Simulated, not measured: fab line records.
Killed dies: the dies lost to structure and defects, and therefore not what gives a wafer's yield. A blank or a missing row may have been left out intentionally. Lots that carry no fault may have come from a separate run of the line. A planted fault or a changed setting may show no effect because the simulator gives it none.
Split-lot trial | flow n5_finfet | 7 lots, 21 wafers read, on a route of 1938 steps

SPLIT DETAILS
At N5_BEOL_M1_HM_DEP_02 (deposits TiN, target thk 20 nm), the setting target_thk_a was moved away from the recipe's 200 angstrom on 9 of the 21 wafers read, by -3.5% to +7.7%. For the rest of the wafers, this setting stayed at what the recipe calls for.

FROM THE SPLIT TO THE READING: what the file shows between them, 4 steps
- N5_BEOL_M1_ETCH_64: etches SOC in N2/H2, target depth 75 nm, overetch 15 nm, time 112.5 s (also split here: source_w)
- N5_BEOL_M1_STRIP_65: strips in N2/H2
- N5_BEOL_M1_STRIP_75: strips in N2/H2
- N5_BEOL_M1_STRIP_66: strips in CF4

THE READING
etch.depth_nm (the simulator's own value, which no gauge read), in nm, at N5_BEOL_M1_HM_OPEN_17 (chemistry Cl2/BCl3, target TiN, target depth 20 nm, overetch 6 nm). The file gives no usual value for it. Average 20.04 nm, standard deviation 0.11 nm, over the 12 wafers here run with the recipe.

wafer  | tool, chamber at the split | target_thk_a as run, angstrom | against the recipe | etch.depth_nm, nm | against lot-mates on the recipe
L079.1 | pvd_sputter-03, -          | 200                           | recipe             | 20.14             | -
L079.4 | pvd_sputter-03, -          | 214.8                         | +7.4%              | 21.55             | +1.41
L079.6 | pvd_sputter-03, -          | 214.8                         | +7.4%              | 21.52             | +1.38
L080.1 | pvd_sputter-01, -          | 200                           | recipe             | 19.84             | -
L080.5 | pvd_sputter-01, -          | 200                           | recipe             | 19.89             | -
L080.6 | pvd_sputter-01, -          | 200                           | recipe             | 19.89             | -
L082.1 | pvd_sputter-01, -          | 200                           | recipe             | 20.08             | -
L082.2 | pvd_sputter-01, -          | 200                           | recipe             | 19.99             | -
L082.6 | pvd_sputter-01, -          | 210.3                         | +5.2%              | 21.07             | +1.04
L084.2 | pvd_sputter-03, -          | 200                           | recipe             | 20.12             | -
L084.3 | pvd_sputter-03, -          | 192.9                         | -3.5%              | 19.36             | -0.79
L084.4 | pvd_sputter-03, -          | 200                           | recipe             | 20.17             | -
L087.1 | pvd_sputter-02, -          | 200                           | recipe             | 20.08             | -
L087.4 | pvd_sputter-02, -          | 215.5                         | +7.7%              | 21.61             | +1.53
L087.6 | pvd_sputter-02, -          | 215.5                         | +7.7%              | 21.47             | +1.39
L089.3 | pvd_sputter-03, -          | 200                           | recipe             | 20.07             | -
L089.4 | pvd_sputter-03, -          | 200                           | recipe             | 20.2              | -
L089.5 | pvd_sputter-03, -          | 200                           | recipe             | 20.01             | -
L095.1 | pvd_sputter-03, -          | 210.1                         | +5.0%              | 20.91             | no lot-mate on the recipe
L095.3 | pvd_sputter-03, -          | 210.1                         | +5.0%              | 21.07             | no lot-mate on the recipe
L095.6 | pvd_sputter-03, -          | 210.1                         | +5.0%              | 21.09             | no lot-mate on the recipe

THE FIT
A straight line over all 21 wafers: etch.depth_nm changes by +0.197 nm for each +1% of target_thk_a; r = +0.99; the points scatter about the line by 0.099 nm.
The same after taking each lot's own level away (the mean of its wafers on the recipe; 18 wafers): +0.192 nm for each +1%; r = +1.00; scatter 0.056 nm.
According to that fit, moving target_thk_a by its largest amount changes the reading by 1.5 nm.
From 19.873 to 20.145 nm: that is the span of the lots' own levels, equal to 2.4 times the standard deviation above.
So the lot-to-lot level changes the slope little: the two slopes agree.
Check: +1.47 nm against its lot-mates is what the line predicts for one of the wafers moved furthest among these (+7.7%) when that wafer is left out of the fit. Against them it came out at +1.53 nm.

THESE WAFERS: OTHER SPLITS
Before the reading, these wafers also passed through other splits. Each is held against what the fit with the lots' levels taken away leaves over:
other split on the same wafers        | wafers away from the commonest value | r with etch.depth_nm (lot level and that fit taken away)
N5_HKMG_FIN_ETCH_31 bias_w            | 10                                   | +0.17
N5_GATE_CUT_DESCUM_18 time_s          | 7                                    | +0.02
N5_GATE_CUT_ETCH_36 cf4_flow_sccm     | 7                                    | +0.05
N5_MOL_CONTACT_COAG_ETCH_106 source_w | 3                                    | +0.02
N5_MOL_CONTACT_COAG_ETCH_110 bias_w   | 8                                    | +0.00
N5_BEOL_M0_SAQP_HM_DEP_111 time_s     | 8                                    | -0.09
N5_BEOL_M0_SAQP_COAT_81 temp_c        | 7                                    | -0.16
N5_BEOL_M0_SAQP_ETCH_107 bias_w       | 2                                    | +0.06
N5_BEOL_M1_PECVD_72 time_s            | 6                                    | -0.28
N5_BEOL_M1_ETCH_64 source_w           | 8                                    | +0.12

THE WHOLE CHAIN: every reading that the file lists as answering this split, in the file's order
step                  | what it does                                                      | reading                                                                          | change (the file's fit)               | r (the file's)
N5_BEOL_M1_HM_DEP_02  | deposits TiN, target thk 20 nm                                    | TiN_of_BEOL_M1_HM_DEP_02.thk_nm (the simulator's own value, which no gauge read) | +0.195 nm for each +1% of the setting | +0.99
N5_BEOL_M1_HM_OPEN_17 | chemistry Cl2/BCl3, target TiN, target depth 20 nm, overetch 6 nm | etch.depth_nm (the simulator's own value, which no gauge read)                   | +0.192 nm for each +1% of the setting | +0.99

FILE'S OWN FIT
etch.depth_nm changes by +0.192 nm for each +1% of target_thk_a, r = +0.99.
